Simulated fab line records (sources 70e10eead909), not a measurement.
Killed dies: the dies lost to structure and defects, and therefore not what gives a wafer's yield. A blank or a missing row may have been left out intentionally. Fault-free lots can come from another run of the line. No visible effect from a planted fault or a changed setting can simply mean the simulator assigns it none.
fab line records / flow nand_harc / part 2 of 2: steps 40 to 40 of 40
[record] lots = 6 wafers = 18 last_day = 33
route steps=1302 shown P_BONDPAD@363 A_ZERO_WELL@390 THIN_TSV@1244 END@1302
lots untouched by any fault: they come from a run of this same line in which no faults occurred
start_h: start of the lot's first displayed wafer, in hours after the record's first day / wait_h: how many hours have passed since the lot's step before this one / " as in the row above / L1.1+2: several wafers, shown together as one row / - no value, or no start was given / * or withheld: withheld / < > ~ a bound
route shown NAME@n: names a module that has steps shown in the file, with the first one's number in the route / usual: the fault-free wafers' mean and standard deviation / same: alike in all rows / chamber/n: place in a boat / sites: each site's reading / _std_site: the standard deviation of these / _edge_site: mean of outer sites minus mean of inner sites / radius_mm: how far each site lies from the wafer's centre / mask NAME#n: copy n / behind: the most recent tool/chamber to have shaped the wafer / hold: what put the lot on hold/how long, in hours/how the hold closed / device: whichever transistor did not switch (one of n, p or np) / end of line: the route-end tests of the same wafers / a step without rows: its recipe alone / killed: count of dies lost to structure and defects at first sort (not the wafer's yield) / map: per-die view of a wafer (x killed, . not killed, _ where there is no die)
set.NAME: setting as actually run; set.NAME@STEP: the setting as run at that earlier step / model.NAME: the simulator's own value behind a step, which no gauge read
lots at selected steps of the route; one table per step, one row per wafer
services: a tool's chamber out of use, with start hour (start_h, from the record's first day; less than 0 if before it), hours out, and reason
[[steps]]
[step NHARC_END_SORT_01]
[recipe] temp_c = 25
[usual] defect_limited_yield = 90.6/2.9 killed_at_array = 59/20 killed_at_other = 0.8/1.2 killed_at_periphery = 3.5/2.2 killed_dies = 63/20 killed_open = 3.3/1.8 killed_short = 2.6/1.7
[same] gross_dies = 677
lot.wafer=L580.1 tool=prober-01 chamber=0 start_h=551.88 wait_h=2.5 hold=- defect_limited_yield[%]=94.2 killed_at_array=38 killed_at_other=0 killed_at_periphery=1 killed_dies=39 killed_open=2 killed_short=5
lot.wafer=L580.3 tool=prober-01 chamber=0 start_h=553.49 wait_h=3.1 hold=- defect_limited_yield[%]=94.4 killed_at_array=34 killed_at_other=0 killed_at_periphery=4 killed_dies=38 killed_open=1 killed_short=2
lot.wafer=L580.4 tool=prober-01 chamber=0 start_h=554.29 wait_h=3.4 hold=- defect_limited_yield[%]=92.8 killed_at_array=46 killed_at_other=0 killed_at_periphery=3 killed_dies=49 killed_open=4 killed_short=1
lot.wafer=L584.1 tool=prober-02 chamber=0 start_h=595.73 wait_h=2.5 hold=- defect_limited_yield[%]=92.8 killed_at_array=46 killed_at_other=0 killed_at_periphery=3 killed_dies=49 killed_open=4 killed_short=3
lot.wafer=L584.5 tool=prober-02 chamber=0 start_h=598.92 wait_h=3.7 hold=- defect_limited_yield[%]=92.0 killed_at_array=45 killed_at_other=5 killed_at_periphery=4 killed_dies=54 killed_open=2 killed_short=5
lot.wafer=L584.6 tool=prober-02 chamber=0 start_h=599.71 wait_h=4.0 hold=- defect_limited_yield[%]=92.6 killed_at_array=44 killed_at_other=2 killed_at_periphery=4 killed_dies=50 killed_open=1 killed_short=2
lot.wafer=L588.3 tool=prober-01 chamber=0 start_h=644.26 wait_h=3.1 hold=- defect_limited_yield[%]=94.1 killed_at_array=37 killed_at_other=1 killed_at_periphery=2 killed_dies=40 killed_open=4 killed_short=5
lot.wafer=L588.5 tool=prober-01 chamber=0 start_h=645.87 wait_h=3.7 hold=- defect_limited_yield[%]=94.7 killed_at_array=34 killed_at_other=1 killed_at_periphery=1 killed_dies=36 killed_open=4 killed_short=2
lot.wafer=L588.6 tool=prober-01 chamber=0 start_h=646.68 wait_h=4.0 hold=- defect_limited_yield[%]=94.5 killed_at_array=33 killed_at_other=1 killed_at_periphery=3 killed_dies=37 killed_open=2 killed_short=4
lot.wafer=L597.1 tool=prober-02 chamber=0 start_h=755.41 wait_h=2.5 hold=await_dispo/1.8h/release defect_limited_yield[%]=92.5 killed_at_array=45 killed_at_other=0 killed_at_periphery=6 killed_dies=51 killed_open=10 killed_short=2
lot.wafer=L597.4 tool=prober-02 chamber=0 start_h=757.80 wait_h=3.4 hold=await_dispo/1.8h/release defect_limited_yield[%]=81.2 killed_at_array=43 killed_at_other=0 killed_at_periphery=84 killed_dies=127 killed_open=3 killed_short=4
lot.wafer=L597.5 tool=prober-02 chamber=0 start_h=758.60 wait_h=3.7 hold=await_dispo/1.8h/release defect_limited_yield[%]=95.1 killed_at_array=32 killed_at_other=0 killed_at_periphery=1 killed_dies=33 killed_open=4 killed_short=2
lot.wafer=L599.1 tool=prober-01 chamber=0 start_h=768.94 wait_h=2.5 hold=await_dispo/2.8h/release defect_limited_yield[%]=90.5 killed_at_array=56 killed_at_other=3 killed_at_periphery=5 killed_dies=64 killed_open=2 killed_short=0
lot.wafer=L599.2 tool=prober-01 chamber=0 start_h=769.74 wait_h=2.8 hold=await_dispo/2.8h/release defect_limited_yield[%]=76.5 killed_at_array=63 killed_at_other=2 killed_at_periphery=94 killed_dies=159 killed_open=4 killed_short=1
lot.wafer=L599.3 tool=prober-01 chamber=0 start_h=770.53 wait_h=3.1 hold=await_dispo/2.8h/release defect_limited_yield[%]=89.5 killed_at_array=68 killed_at_other=1 killed_at_periphery=2 killed_dies=71 killed_open=1 killed_short=2
lot.wafer=L602.2 tool=prober-02 chamber=0 start_h=797.29 wait_h=2.8 hold=- defect_limited_yield[%]=88.0 killed_at_array=74 killed_at_other=1 killed_at_periphery=6 killed_dies=81 killed_open=5 killed_short=3
lot.wafer=L602.3 tool=prober-02 chamber=0 start_h=798.09 wait_h=3.1 hold=- defect_limited_yield[%]=87.9 killed_at_array=79 killed_at_other=1 killed_at_periphery=2 killed_dies=82 killed_open=5 killed_short=4
lot.wafer=L602.5 tool=prober-02 chamber=0 start_h=799.69 wait_h=3.7 hold=- defect_limited_yield[%]=90.3 killed_at_array=61 killed_at_other=0 killed_at_periphery=5 killed_dies=66 killed_open=0 killed_short=2
// killed by level:class
L580.1 A_CHANNEL_HOLE_D2:chamber_film_flake=27 A_CONTACT:chamber_film_flake=2 P_M1:geometric_particle:short=1 A_SOURCE_PLATE:geometric_particle:open=1 A_SOURCE_PLATE:geometric_particle:short=1 A_CHANNEL_FILL_D1:geometric_particle:open=1 A_ONON_D2:geometric_particle:short=1 A_WL_FILL:geometric_particle:short=1
L580.3 A_CHANNEL_HOLE_D2:chamber_film_flake=26 P_BONDPAD:chamber_film_flake=2 A_DECK1_JOINT:chamber_film_flake=2 A_STAIRCASE:chamber_film_flake=2 A_CONTACT:chamber_film_flake=2 P_CONTACT:geometric_particle:open=1 A_CHANNEL_FILL_D1:geometric_particle:short=1 A_SGD_CUT:geometric_particle:short=1
L580.4 A_CHANNEL_HOLE_D2:chamber_film_flake=33 A_CHANNEL_HOLE_D1:chamber_film_flake=3 A_CONTACT:chamber_film_flake=3 P_GATE:chamber_film_flake=2 A_DECK1_JOINT:chamber_film_flake=2 P_M0:geometric_particle:short=1 A_ONON_D2:geometric_particle:open=1 A_BLC:geometric_particle:open=1
L584.1 A_CHANNEL_HOLE_D2:chamber_film_flake=26 A_CONTACT:chamber_film_flake=6 A_CHANNEL_HOLE_D1:chamber_film_flake=3 A_DECK1_JOINT:geometric_particle:open=2 A_DECK1_JOINT:chamber_film_flake=2 A_STAIRCASE:chamber_film_flake=2 P_M0:geometric_particle:open=1 A_ONON_D1:geometric_particle:open=1
L584.5 A_CHANNEL_HOLE_D2:chamber_film_flake=27 A_CHANNEL_HOLE_D1:chamber_film_flake=6 THIN_TSV:chamber_film_flake=5 A_CONTACT:chamber_film_flake=4 P_GATE:geometric_particle:short=2 A_STAIRCASE:chamber_film_flake=2 A_ONON_D1:geometric_particle:short=1 A_DECK1_JOINT:geometric_particle:short=1
L584.6 A_CHANNEL_HOLE_D2:chamber_film_flake=29 A_CONTACT:chamber_film_flake=7 A_CHANNEL_HOLE_D1:chamber_film_flake=3 P_ZERO_WELL:chamber_film_flake=2 A_STAIRCASE:chamber_film_flake=2 THIN_TSV:chamber_film_flake=2 P_M0:geometric_particle:short=1 A_CHANNEL_FILL_D1:geometric_particle:short=1
L588.3 A_CHANNEL_HOLE_D2:chamber_film_flake=11 A_CONTACT:chamber_film_flake=5 A_CHANNEL_HOLE_D1:chamber_film_flake=4 A_CHANNEL_FILL_D2:chamber_film_flake=4 A_STAIRCASE:chamber_film_flake=2 A_SLIT:chamber_film_flake=2 A_BONDPAD:chamber_film_flake=2 P_M1:geometric_particle:short=1
L588.5 A_CHANNEL_HOLE_D2:chamber_film_flake=11 A_CONTACT:chamber_film_flake=6 A_CHANNEL_HOLE_D1:chamber_film_flake=3 A_CHANNEL_FILL_D2:chamber_film_flake=3 A_BONDPAD:chamber_film_flake=3 A_CHANNEL_FILL_D1:chamber_film_flake=2 P_M0:geometric_particle:open=1 A_CHANNEL_HOLE_D2:geometric_particle:open=1
L588.6 A_CHANNEL_HOLE_D2:chamber_film_flake=19 A_CHANNEL_FILL_D2:chamber_film_flake=4 A_CHANNEL_HOLE_D1:chamber_film_flake=3 A_CHANNEL_FILL_D2:geometric_particle:short=2 P_M0:geometric_particle:short=1 P_M0:geometric_particle:open=1 A_CHANNEL_FILL_D2:geometric_particle:open=1 P_ZERO_WELL:chamber_film_flake=1
L597.1 A_CHANNEL_HOLE_D1:chamber_film_flake=10 A_SLIT:chamber_film_flake=8 A_CONTACT:chamber_film_flake=7 A_M1:chamber_film_flake=5 P_CONTACT:geometric_particle:open=2 A_DECK1_JOINT:geometric_particle:open=2 A_M0:geometric_particle:open=2 A_STAIRCASE:chamber_film_flake=2
L597.4 P_BONDPAD:unspecified=83 A_CHANNEL_HOLE_D1:chamber_film_flake=12 A_CONTACT:chamber_film_flake=9 A_M1:chamber_film_flake=7 A_SLIT:chamber_film_flake=4 A_ONON_D2:geometric_particle:short=2 A_WL_FILL:chamber_film_flake=2 A_ONON_D1:geometric_particle:short=1
L597.5 A_CHANNEL_HOLE_D1:chamber_film_flake=10 A_CONTACT:chamber_film_flake=8 A_ONON_D2:geometric_particle:open=2 A_STAIRCASE:chamber_film_flake=2 A_M1:chamber_film_flake=2 A_M0:geometric_particle:short=1 A_ONON_D1:geometric_particle:short=1 A_CHANNEL_FILL_D1:geometric_particle:open=1
L599.1 A_CHANNEL_HOLE_D2:chamber_film_flake=23 A_SLIT:chamber_film_flake=16 A_CHANNEL_HOLE_D1:chamber_film_flake=11 P_STI:chamber_film_flake=2 P_GATE:chamber_film_flake=2 A_STAIRCASE:chamber_film_flake=2 A_CONTACT:chamber_film_flake=2 THIN_TSV:chamber_film_flake=2
L599.2 P_BONDPAD:unspecified=88 A_SLIT:chamber_film_flake=27 A_CHANNEL_HOLE_D2:chamber_film_flake=21 A_CHANNEL_HOLE_D1:chamber_film_flake=7 A_STAIRCASE:chamber_film_flake=4 P_GATE:chamber_film_flake=3 HYBRID_BOND:chamber_film_flake=2 P_M1:geometric_particle:short=1
L599.3 A_CHANNEL_HOLE_D2:chamber_film_flake=27 A_SLIT:chamber_film_flake=23 A_CHANNEL_HOLE_D1:chamber_film_flake=8 A_STAIRCASE:chamber_film_flake=5 P_GATE:chamber_film_flake=2 A_CHANNEL_FILL_D2:chamber_film_flake=2 A_CHANNEL_FILL_D2:geometric_particle:open=1 A_CHANNEL_FILL_D2:geometric_particle:short=1
L602.2 A_SLIT:chamber_film_flake=39 A_CHANNEL_HOLE_D1:chamber_film_flake=14 A_CONTACT:chamber_film_flake=11 P_STI:chamber_film_flake=2 P_BONDPAD:chamber_film_flake=2 A_ZERO_WELL:chamber_film_flake=2 P_CONTACT:geometric_particle:open=1 P_M0:geometric_particle:open=1
L602.3 A_SLIT:chamber_film_flake=33 A_CHANNEL_HOLE_D1:chamber_film_flake=16 A_CONTACT:chamber_film_flake=16 A_ONON_D1:geometric_particle:short=2 A_ONON_D1:geometric_particle:open=2 P_BONDPAD:chamber_film_flake=2 A_CHANNEL_FILL_D1:geometric_particle:open=1 A_DECK1_JOINT:geometric_particle:short=1
L602.5 A_SLIT:chamber_film_flake=33 A_CHANNEL_HOLE_D1:chamber_film_flake=12 A_CONTACT:chamber_film_flake=7 P_BONDPAD:chamber_film_flake=3 A_ZERO_WELL:chamber_film_flake=2 A_CHANNEL_HOLE_D2:chamber_film_flake=2 A_WL_FILL:chamber_film_flake=2 A_DECK1_JOINT:geometric_particle:short=1
// map L597.4 (x killed, . not)
____________.____________
_________...x..._________
_______..........._______
______.............______
_____.............x._____
____.......x.........____
____.................____
___..................x___
___................xx.___
__..................x..__
__x..x.........x.x.....__
_........x.............._
_......................._
_................x......_
_..................x...._
_.................x....._
.............xx..xx......
......x....x...xxx...x...
..............xxxxx..xx..
........x....xxxxxxxxx...
....x.x...x...xxxxxxx....
_.....xxx....xxxxxxxxx.._
_......x.....xxxxxxxx..._
_....xx..x...xxxxxxxx..._
_.............xxxxxxx..._
_..x.xx.......xxxxxxx..._
__..........x.xxxxxxx..__
__........x...xx.xxx...__
___.............xx.x..___
___.......xx....xx....___
____.................____
____.....x...........____
_____......x....x..._____
______.........x...______
_______..x........_______
_________......._________
____________.____________
// map L599.2 (x killed, . not)
____________x____________
_________......._________
_______..........._______
______.......x.....______
_____..............._____
____.............x...____
____.................____
___...................___
___x..................___
__..............x......__
__x...x................__
_....................x.._
_.............x........._
_......................._
_......x......x....x...._
_....x............xxx..._
......x........x.x.......
...xxxxxx......xxx.x.....
...xxxx.x.....xxx.xxx....
x.xxxxxxx....xxxxxxxxx...
...x.xxxxx....xxxxxx.x...
_...xxxxx....xxxxxxxx..._
_..xxxxxx....xxxxxxxx..._
_.xxxxxxx.....xxxxxxxx.._
_.x.xxxxxx...xxxxxxxx..._
_.........x...xxxxxxxx.._
__....x...x....xxxxxx.x__
__...........x.xxxx....__
___....x.......xxx....___
___............x.x....___
____....x..........x.____
____............x....____
_____..............._____
______.............______
_______..........._______
_________......._________
____________.____________
[[services]]
tool=rie_diel-10 chamber=1 start_h=120.14 hours=4.9 kind=repair
tool=grinder-01 chamber=- start_h=145.58 hours=4.7 kind=repair
tool=pvd_sputter-01 chamber=- start_h=220.10 hours=9.8 kind=repair
tool=pvd_sputter-01 chamber=- start_h=229.91 hours=10.0 kind=pm
tool=rie_diel-10 chamber=- start_h=242.50 hours=9.0 kind=pm
tool=grinder-01 chamber=- start_h=255.62 hours=2.0 kind=repair
tool=grinder-01 chamber=- start_h=271.31 hours=1.4 kind=repair
tool=rie_diel-10 chamber=1 start_h=331.39 hours=4.3 kind=repair
tool=pvd_sputter-01 chamber=- start_h=407.92 hours=10.0 kind=pm
tool=rie_diel-10 chamber=- start_h=419.50 hours=9.0 kind=pm
tool=grinder-01 chamber=- start_h=422.04 hours=1.1 kind=repair
tool=rie_diel-10 chamber=3 start_h=465.73 hours=3.8 kind=repair
tool=grinder-01 chamber=- start_h=503.98 hours=4.1 kind=repair
tool=rie_diel-10 chamber=3 start_h=557.18 hours=6.6 kind=repair
tool=pvd_sputter-01 chamber=- start_h=565.91 hours=27.1 kind=repair
tool=pvd_sputter-01 chamber=- start_h=593.01 hours=10.0 kind=pm
tool=rie_diel-10 chamber=2 start_h=595.52 hours=4.3 kind=repair
tool=rie_diel-10 chamber=- start_h=596.50 hours=9.0 kind=pm
tool=grinder-01 chamber=- start_h=622.10 hours=1.1 kind=repair
tool=rie_diel-10 chamber=1 start_h=655.57 hours=18.1 kind=repair
tool=grinder-01 chamber=- start_h=736.00 hours=8.0 kind=pm
tool=rie_diel-10 chamber=0 start_h=755.92 hours=5.9 kind=repair
tool=pvd_sputter-01 chamber=- start_h=758.24 hours=1.0 kind=repair
tool=rie_diel-10 chamber=- start_h=773.50 hours=9.0 kind=pm
[[key]]
[first_sign] step = NHARC_END_SORT_01 reading = killed_at_periphery direction = up sigmas = 39 usual = 3.5 struck = 89
[effect] step = NHARC_END_SORT_01 reading = killed_dies direction = up sigmas = 4 usual = 63 struck = 143
[more_kills_born_at] NHARC_P_BONDPAD_PRE_CLEAN_26@pvd_sputter-01 = 171
met_at NHARC_P_BONDPAD_PRE_CLEAN_26
struck_wafers L597.4,L599.2
onset_between 131.83 307.02
[fault] kind = chamber_particle_source tool = pvd_sputter-01 chamber = - onset_h = 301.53 steps = NHARC_P_BONDPAD_PRE_CLEAN_26 rate_per_visit_cm2 = 0.75206 end_h = 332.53 scope = struck_wafers_only
